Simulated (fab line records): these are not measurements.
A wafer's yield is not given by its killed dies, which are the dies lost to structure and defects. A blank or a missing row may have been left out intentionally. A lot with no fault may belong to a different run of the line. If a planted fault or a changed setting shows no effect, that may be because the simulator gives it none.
Matching of chambers | flow n5_finfet | ald_sin-01 running N5_SDB_ALD_29: 4 sister chambers
The step deposits SiNx, target thk 30 nm, pulse time 1 s, ald cycles 600. 14 wafers are shown with their chamber, then 7 later ones without.

== WAFERS WITH THEIR CHAMBER ==
wafer  | chamber | heater_power_w (W) | precursor_pulse_height_rel
L076.1 | 1       | 762                | 0.998
L076.3 | 0       | 813                | 0.991
L076.5 | 3       | 953                | 1.003
L078.1 | 1       | 771                | 1.032
L078.5 | 1       | 757                | 0.998
L078.6 | 0       | 851                | 0.975
L080.3 | 3       | 964                | 0.981
L080.4 | 0       | 848                | 1.036
L080.6 | 0       | 832                | 0.981
L081.3 | 3       | 943                | 1.011
L081.4 | 1       | 751                | 0.969
L081.5 | 2       | 987                | 1.013
L089.1 | 2       | 963                | 0.985
L089.4 | 2       | 989                | 1.017

SIGNATURES (means of the wafers above)
reading                    | chamber 0 | chamber 1 | chamber 2 | chamber 3 | scatter within a chamber
heater_power_w             | 836.00    | 760.25    | 979.67    | 953.33    | 13.3
precursor_pulse_height_rel | 0.99575   | 0.99925   | 1.00500   | 0.99833   | 0.0232
Rule: a wafer's distance from a chamber is the root of the sum, over the readings, of the square of ((its reading less the chamber's mean) divided by the reading's scatter). The wafer belongs to the nearest chamber; if the next one is less than 2 further off, it can't be placed. The scatter: take each reading less its chamber's mean, square it, sum over the shown wafers, divide by the number of wafers less the number of chambers, and take the root.

== WAFERS MISSING THEIR CHAMBER ==
wafer  | heater_power_w (W) | precursor_pulse_height_rel
L089.6 | 939                | 0.993
L090.2 | 838                | 1.004
L090.4 | 946                | 1.014
L090.5 | 814                | 1.018
L096.3 | 883                | 1.003
L096.4 | 964                | 0.986
L096.6 | 917                | 0.991

== WHICH CHAMBER EACH WENT THROUGH ==
wafer  | from the rows above     | in truth
L089.6 | can't be placed: 3 or 2 | 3
L090.2 | 0                       | 0
L090.4 | can't be placed: 3 or 2 | 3
L090.5 | 0                       | 0
L096.3 | can't be placed: 0 or 3 | 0
L096.4 | can't be placed: 3 or 2 | 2
L096.6 | 3                       | 3
Correct placement for 3 of the 7. These rows do not allow placing 4 (true chamber among the candidates in 4). Number placed wrongly: 0.
